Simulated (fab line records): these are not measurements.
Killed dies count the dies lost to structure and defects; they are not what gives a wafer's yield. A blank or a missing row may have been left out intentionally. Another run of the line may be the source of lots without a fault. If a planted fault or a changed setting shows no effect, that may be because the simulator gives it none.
fab line records + flow nandHarc + part 2 of 2: steps 5 to 6 of 6
record
- lots=23
- wafers=69
- lastDay=32
route steps=1302 shown A_STAIRCASE@705
lots with no fault: from the same line, run without faults
startH: the number of hours between the record's first day and the start of the first shown wafer of the lot + waitH: hours from the lot's prior step to this one + " the same as in the row above + L1.1+2: several wafers, shown together as one row + - no value, or no start given + * or withheld: withheld + < > ~ a bound
route shown NAME@n: names a module that has steps shown in the file, with the first one's number in the route + usual: mean and standard deviation over wafers with no fault + same: alike in all rows + chamber/n: place in a boat + sites: the reading at each site + _std_site: the values' standard deviation + _edge_site: outer sites' mean less inner sites' + radiusMm: for every site, how far away it sits from the centre of the wafer + mask NAME#n: copy n + behind: tool/chamber where the wafer was last shaped + hold: why the lot went on hold/how many hours it stayed there/how the hold came to an end + device: which transistor (n, p or np) failed to switch + end of line: the route-end tests of the same wafers + a step given without rows: its recipe and nothing more + killed: count of dies lost to structure and defects at first sort (not the wafer's yield) + map: per-die view of a wafer (x killed, . not killed, _ where there is no die)
set.NAME: the setting as run; set.NAME@STEP: as run at that earlier step + model.NAME: the simulator's own value behind a step, which no gauge read
route steps across a sampled set of lots; one table per step, one row per wafer
services: a tool's chamber out of use, with start hour (startH, from the record's first day; less than 0 if before it), hours out, and reason
## steps
# step NHARC_A_STAIRCASE_STRIP_274
# recipe
- o2FlowSccm=500
- arFlowSccm=0
- biasW=0
- chemistry=O2
# usual
- drypumpMotorCurrentA=5.7/0.47
- oesProductAu=1.002/0.014
- rfVppV=58.0/0.92
- showerheadPlenumPTorr=3.61/0.15
- throttleValvePct=17.038/0.0096
| lot.wafer | tool       | chamber | startH | waitH | drypumpMotorCurrentA | oesProductAu | rfHoursCounterH | rfVppV | showerheadPlenumPTorr | throttleValvePct |
|-----------|------------|---------|--------|-------|----------------------|--------------|-----------------|--------|-----------------------|------------------|
| L074.1    | rieDiel-10 | 0       | 370.09 | -     | 5.0                  | 1.021        | 36              | 59.8   | 3.79                  | 17.043           |
| L074.2    | "          | 2       | "      | "     | 5.1                  | 1.030        | 32              | 59.4   | 3.79                  | 17.042           |
| L074.6    | "          | 3       | "      | "     | 5.8                  | 1.004        | -               | 58.3   | 3.57                  | 17.038           |
| L075.4    | rieDiel-06 | 3       | -      | -     | 6.2                  | 1.009        | 30              | 57.5   | 3.43                  | 17.037           |
| L075.1    | "          | 1       | "      | "     | 5.5                  | 0.999        | 22              | 57.5   | 3.37                  | 17.026           |
| L075.5    | "          | 0       | "      | "     | 6.1                  | 1.022        | -               | 57.7   | 3.44                  | 17.032           |
| L076.4    | rieDiel-08 | 3       | -      | -     | 5.1                  | 0.993        | 7               | 59.3   | 3.61                  | 17.046           |
| L076.1    | "          | 0       | "      | "     | 6.1                  | 1.008        | 7               | 59.4   | 3.80                  | 17.043           |
| L076.5    | "          | 2       | "      | "     | 6.3                  | 1.025        | -               | 58.0   | 3.55                  | 17.050           |
| L077.2    | rieDiel-10 | 1       | -      | -     | 5.5                  | 1.018        | 51              | 58.2   | 3.74                  | 17.036           |
| L077.4    | "          | 2       | "      | "     | 5.1                  | 1.027        | 46              | 57.8   | 3.78                  | 17.056           |
| L077.5    | "          | 0       | "      | "     | 5.0                  | 1.005        | -               | 58.1   | 3.78                  | 17.051           |
| L078.2    | rieDiel-08 | 0       | -      | -     | 6.1                  | 1.010        | 10              | 59.4   | 3.80                  | 17.032           |
| L078.1    | "          | 2       | "      | "     | 6.3                  | 1.025        | 11              | 56.7   | 3.54                  | 17.031           |
| L078.6    | "          | 0       | "      | "     | 6.1                  | 1.003        | -               | 57.7   | 3.80                  | 17.028           |
| L079.2    | rieDiel-08 | 3       | -      | -     | 5.1                  | 0.987        | 16              | 58.2   | 3.61                  | 17.039           |
| L079.4    | "          | 1       | "      | "     | 5.5                  | 1.012        | 13              | 59.0   | 3.55                  | 17.031           |
| L079.5    | "          | 3       | "      | "     | 5.1                  | 1.004        | -               | 58.1   | 3.61                  | 17.040           |
| L080.1    | rieDiel-08 | 1       | -      | -     | 5.5                  | 1.022        | 19              | 59.1   | 3.55                  | 17.040           |
| L080.2    | "          | 2       | "      | "     | 6.4                  | 1.008        | 19              | 58.8   | 3.54                  | 17.039           |
| L080.6    | "          | 1       | "      | "     | 5.5                  | 1.017        | -               | 58.1   | 3.55                  | 17.027           |
| L081.4    | rieDiel-10 | 0       | -      | -     | 5.0                  | 0.985        | 4               | 58.3   | 3.78                  | 17.050           |
| L081.1    | "          | 1       | "      | "     | 5.5                  | 0.993        | 4               | 58.8   | 3.74                  | 17.044           |
| L081.5    | "          | 0       | "      | "     | 5.0                  | 0.992        | -               | 58.5   | 3.78                  | 17.024           |
| L082.3    | rieDiel-08 | 3       | -      | -     | 5.1                  | 1.006        | 29              | 57.8   | 3.60                  | 17.036           |
| L082.4    | "          | 2       | "      | "     | 6.4                  | 1.015        | 28              | 57.4   | 3.53                  | 17.035           |
| L082.5    | "          | 3       | "      | "     | 5.1                  | 0.996        | -               | 58.9   | 3.60                  | 17.039           |
| L083.3    | rieDiel-08 | 1       | -      | -     | 5.5                  | 0.994        | 31              | 55.4   | 3.54                  | 17.022           |
| L083.4    | "          | 2       | "      | "     | 6.3                  | 1.017        | 33              | 57.0   | 3.53                  | 17.016           |
| L083.6    | "          | 3       | "      | "     | 5.1                  | 0.985        | -               | 57.6   | 3.60                  | 17.046           |
| L084.1    | rieDiel-06 | 3       | -      | -     | 6.2                  | 1.001        | 61              | 59.6   | 3.42                  | 17.034           |
| L084.4    | "          | 3       | "      | "     | 6.2                  | 1.005        | -               | 58.7   | 3.42                  | 17.044           |
| L084.5    | "          | 1       | "      | "     | 5.5                  | 0.989        | -               | 57.6   | 3.36                  | 17.043           |
| L085.2    | rieDiel-10 | 0       | -      | -     | 5.0                  | 0.991        | 19              | 58.0   | 3.77                  | 17.034           |
| L085.3    | "          | 1       | "      | "     | 5.5                  | 1.006        | 13              | 57.9   | 3.73                  | 17.029           |
| L085.6    | "          | 0       | "      | "     | 5.0                  | 0.998        | -               | 58.1   | 3.77                  | 17.035           |
| L087.2    | rieDiel-08 | 2       | -      | -     | 6.3                  | 1.020        | 41              | 57.3   | 3.53                  | 17.040           |
| L087.3    | "          | 3       | "      | "     | 5.1                  | 0.989        | 41              | 58.1   | 3.59                  | 17.044           |
| L087.1    | "          | 0       | "      | "     | 6.0                  | 1.023        | 40              | 58.4   | 3.79                  | 17.043           |
| L086.1    | rieDiel-06 | 1       | -      | -     | 5.6                  | 1.013        | 1               | 56.7   | 3.35                  | 17.035           |
| L086.3    | "          | 2       | "      | "     | 6.4                  | 0.981        | 1               | 57.9   | 3.77                  | 17.035           |
| L086.4    | "          | 3       | "      | "     | 6.3                  | 0.989        | 2               | 57.9   | 3.42                  | 17.023           |
| L088.2    | rieDiel-10 | 3       | -      | -     | 5.8                  | 0.993        | 22              | 57.5   | 3.55                  | 17.047           |
| L088.5    | "          | 2       | "      | "     | 5.1                  | 0.985        | -               | 58.4   | 3.77                  | 17.044           |
| L088.6    | "          | 3       | "      | "     | 5.8                  | 0.996        | -               | 59.9   | 3.55                  | 17.047           |
| L089.4    | rieDiel-06 | 2       | -      | -     | 6.4                  | 0.998        | 15              | 58.8   | 3.77                  | 17.044           |
| L089.2    | "          | 1       | "      | "     | 5.6                  | 1.022        | 18              | 57.4   | 3.34                  | 17.055           |
| L089.5    | "          | 3       | "      | "     | 6.2                  | 0.977        | -               | 59.5   | 3.41                  | 17.040           |
| L091.3    | rieDiel-10 | 1       | -      | -     | 5.5                  | 0.986        | 17              | 59.1   | 3.73                  | 17.044           |
| L091.4    | "          | 2       | "      | "     | 5.1                  | 0.992        | 22              | 57.8   | 3.77                  | 17.039           |
| L091.2    | "          | 3       | "      | "     | 5.7                  | 0.988        | 23              | 58.8   | 3.55                  | 17.037           |
| L090.4    | rieDiel-06 | 0       | -      | -     | 6.2                  | 0.999        | 24              | 56.7   | 3.41                  | 17.052           |
| L090.2    | "          | 3       | "      | "     | 6.3                  | 0.979        | 20              | 57.4   | 3.41                  | 17.026           |
| L090.5    | "          | 1       | "      | "     | 5.6                  | 1.036        | -               | 56.3   | 3.34                  | 17.023           |
| L093.1    | rieDiel-08 | 1       | -      | -     | 5.5                  | 0.989        | 1               | 56.7   | 3.53                  | 17.048           |
| L093.2    | "          | 2       | "      | "     | 6.3                  | 0.997        | 1               | 57.2   | 3.52                  | 17.042           |
| L093.5    | "          | 1       | "      | "     | 5.5                  | 0.987        | -               | 57.4   | 3.53                  | 17.062           |
| L092.4    | rieDiel-10 | 1       | -      | -     | 5.5                  | 0.984        | 30              | 58.6   | 3.72                  | 17.018           |
| L092.2    | "          | 0       | "      | "     | 5.0                  | 0.993        | 33              | 58.1   | 3.76                  | 17.026           |
| L092.6    | "          | 1       | "      | "     | 5.5                  | 0.999        | -               | 58.0   | 3.72                  | 17.027           |
| L094.3    | rieDiel-06 | 2       | -      | -     | 6.4                  | 0.989        | 29              | 59.4   | 3.76                  | 17.034           |
| L094.1    | "          | 3       | "      | "     | 6.2                  | 0.997        | 31              | 55.9   | 3.40                  | 17.030           |
| L094.2    | "          | 0       | "      | "     | 6.1                  | 1.006        | 37              | 57.1   | 3.41                  | 17.036           |
| L096.1    | rieDiel-10 | 3       | -      | -     | 5.7                  | 0.987        | 48              | 57.2   | 3.53                  | 17.034           |
| L096.4    | "          | 1       | "      | "     | 5.5                  | 0.980        | 39              | 56.9   | 3.72                  | 17.034           |
| L096.6    | "          | 3       | "      | "     | 5.8                  | 0.984        | -               | 58.5   | 3.53                  | 17.036           |
| L097.1    | rieDiel-06 | 0       | -      | -     | 6.2                  | 1.006        | 45              | 58.5   | 3.40                  | 17.028           |
| L097.3    | "          | 1       | "      | "     | 5.6                  | 1.032        | 42              | 57.2   | 3.33                  | 17.041           |
| L097.5    | "          | 3       | "      | "     | 6.2                  | 0.997        | -               | 56.7   | 3.40                  | 17.035           |
# step NHARC_A_STAIRCASE_HM_DEP_459
# recipe
- targetThkA=15000
- tempC=400
- material=aC
# usual
- susceptorTempC=399.98/0.23
- throttleValvePct=34.999/0.01
| lot.wafer | tool      | chamber | startH | waitH | susceptorTempC | throttleValvePct |
|-----------|-----------|---------|--------|-------|----------------|------------------|
| L074.1    | aclDep-03 | 0       | 373.10 | 2.3   | 400.30         | 34.990           |
| L074.2    | "         | 0       | "      | "     | 400.14         | 34.999           |
| L074.6    | "         | 0       | 374.63 | 3.8   | 399.77         | 34.990           |
| L075.1    | aclDep-03 | 0       | 395.03 | 0.4   | 400.28         | 35.003           |
| L075.4    | "         | 0       | "      | "     | 399.69         | 35.006           |
| L075.5    | "         | 0       | "      | "     | 400.42         | 34.998           |
| L076.1    | aclDep-03 | 0       | 396.89 | 0.3   | 399.90         | 35.013           |
| L076.4    | "         | 0       | "      | "     | 400.06         | 34.999           |
| L076.5    | "         | 0       | "      | "     | 400.11         | 34.988           |
| L077.2    | aclDep-01 | 0       | 402.53 | 4.0   | 399.82         | 34.991           |
| L077.4    | "         | 0       | "      | "     | 399.96         | 34.978           |
| L077.5    | "         | 0       | "      | "     | 399.45         | 34.991           |
| L078.1    | aclDep-02 | 0       | 411.66 | 0.1   | -              | 34.996           |
| L078.2    | "         | 0       | "      | "     | -              | 35.003           |
| L078.6    | "         | 0       | 413.16 | 1.6   | -              | 35.010           |
| L079.2    | aclDep-02 | 0       | 423.92 | 0.4   | 399.62         | 35.002           |
| L079.4    | "         | 0       | "      | "     | 400.06         | 35.007           |
| L079.5    | "         | 0       | "      | "     | 399.92         | 34.986           |
| L080.1    | aclDep-01 | 0       | 437.03 | 5.0   | 400.02         | 34.999           |
| L080.2    | "         | 0       | "      | "     | 400.34         | 34.998           |
| L080.6    | "         | 0       | 438.59 | 6.6   | 400.10         | 34.985           |
| L081.1    | aclDep-02 | 0       | 450.51 | 7.4   | 400.02         | 34.990           |
| L081.4    | "         | 0       | "      | "     | 400.03         | 35.005           |
| L081.5    | "         | 0       | "      | "     | 399.90         | 35.004           |
| L082.3    | aclDep-02 | 0       | 458.05 | 0.7   | 400.15         | 34.995           |
| L082.4    | "         | 0       | "      | "     | 399.99         | 35.002           |
| L082.5    | "         | 0       | "      | "     | 400.09         | 35.017           |
| L083.3    | aclDep-02 | 0       | 470.62 | 3.3   | 399.91         | 34.996           |
| L083.4    | "         | 0       | "      | "     | 399.55         | 34.999           |
| L083.6    | "         | 0       | "      | "     | 399.74         | 35.002           |
| L084.1    | aclDep-03 | 0       | 478.22 | 0.1   | 400.25         | 35.009           |
| L084.4    | "         | 0       | "      | "     | 399.93         | 35.001           |
| L084.5    | "         | 0       | "      | "     | 400.02         | 35.007           |
| L085.2    | aclDep-01 | 0       | 492.27 | 2.9   | 399.64         | 34.994           |
| L085.3    | "         | 0       | "      | "     | 400.17         | 35.011           |
| L085.6    | "         | 0       | "      | "     | 399.74         | 35.002           |
| L087.1    | aclDep-01 | 0       | 495.36 | 0.1   | -              | 35.010           |
| L087.2    | "         | 0       | "      | "     | -              | 35.002           |
| L087.3    | "         | 0       | "      | "     | -              | 34.994           |
| L086.1    | aclDep-03 | 0       | 496.76 | 0.1   | 400.02         | 34.996           |
| L086.3    | "         | 0       | "      | "     | 399.85         | 34.994           |
| L086.4    | "         | 0       | "      | "     | 400.03         | 35.000           |
| L088.2    | aclDep-02 | 0       | 531.01 | 1.6   | 399.78         | 34.993           |
| L088.5    | "         | 0       | "      | "     | 399.93         | 35.003           |
| L088.6    | "         | 0       | "      | "     | 399.83         | 34.993           |
| L089.2    | aclDep-02 | 0       | 533.16 | 0.4   | 399.70         | 35.002           |
| L089.4    | "         | 0       | "      | "     | 399.66         | 35.000           |
| L089.5    | "         | 0       | "      | "     | 399.73         | 34.995           |
| L091.2    | aclDep-03 | 0       | 534.86 | 0.4   | 400.33         | 35.009           |
| L091.3    | "         | 0       | "      | "     | 400.39         | 34.992           |
| L091.4    | "         | 0       | "      | "     | 399.99         | 35.021           |
| L090.2    | aclDep-03 | 0       | 536.84 | 0.4   | 400.19         | 35.005           |
| L090.4    | "         | 0       | "      | "     | 400.07         | 35.005           |
| L090.5    | "         | 0       | "      | "     | 400.21         | 35.014           |
| L093.1    | aclDep-02 | 0       | 560.55 | 3.1   | 399.69         | 35.016           |
| L093.2    | "         | 0       | "      | "     | 399.78         | 34.999           |
| L093.5    | "         | 0       | "      | "     | 400.30         | 34.990           |
| L092.2    | aclDep-03 | 0       | 560.90 | 2.7   | -              | 34.992           |
| L092.4    | "         | 0       | "      | "     | -              | 34.981           |
| L092.6    | "         | 0       | "      | "     | -              | 35.003           |
| L094.1    | aclDep-01 | 0       | 572.59 | 4.4   | -              | 34.990           |
| L094.2    | "         | 0       | "      | "     | -              | 34.996           |
| L094.3    | "         | 0       | "      | "     | -              | 35.005           |
| L096.1    | aclDep-01 | 0       | 590.76 | 0.1   | 399.89         | 35.007           |
| L096.4    | "         | 0       | "      | "     | 399.98         | 34.997           |
| L096.6    | "         | 0       | "      | "     | 400.24         | 34.995           |
| L097.1    | aclDep-03 | 0       | 593.17 | 0.1   | 400.12         | 34.999           |
| L097.3    | "         | 0       | "      | "     | 400.38         | 35.000           |
| L097.5    | "         | 0       | "      | "     | 400.03         | 34.982           |
## services
| tool       | chamber | startH | hours | kind   |
|------------|---------|--------|-------|--------|
| rieDiel-06 | 0       | 340.94 | -     | clean  |
| rieDiel-06 | 1       | 340.94 | -     | clean  |
| rieDiel-06 | 2       | 340.94 | -     | clean  |
| rieDiel-06 | 3       | 340.94 | -     | clean  |
| rieDiel-08 | 1       | 362.69 | 5.6   | repair |
| rieDiel-06 | 0       | 365.86 | -     | clean  |
| rieDiel-06 | 1       | 365.86 | -     | clean  |
| rieDiel-06 | 2       | 365.86 | -     | clean  |
| rieDiel-06 | 3       | 365.86 | -     | clean  |
| rieDiel-08 | -       | 367.84 | 9.0   | pm     |
| aclDep-01  | -       | 372.13 | 13.0  | pm     |
| rieDiel-06 | -       | 384.12 | 1.8   | repair |
| rieDiel-06 | 0       | 390.40 | -     | clean  |
| rieDiel-10 | -       | 420.00 | 9.0   | pm     |
| aclDep-02  | -       | 426.38 | 13.0  | pm     |
| rieDiel-10 | 1       | 466.77 | 17.7  | repair |
| rieDiel-06 | 2       | 474.45 | 7.3   | repair |
| aclDep-03  | -       | 480.08 | 13.0  | pm     |
| rieDiel-06 | -       | 484.37 | 9.0   | pm     |
| rieDiel-10 | -       | 491.56 | 33.9  | repair |
| rieDiel-08 | -       | 541.65 | 3.1   | repair |
| rieDiel-08 | -       | 544.84 | 9.0   | pm     |
| aclDep-01  | -       | 553.13 | 13.0  | pm     |
| rieDiel-06 | 3       | 558.29 | 5.9   | repair |
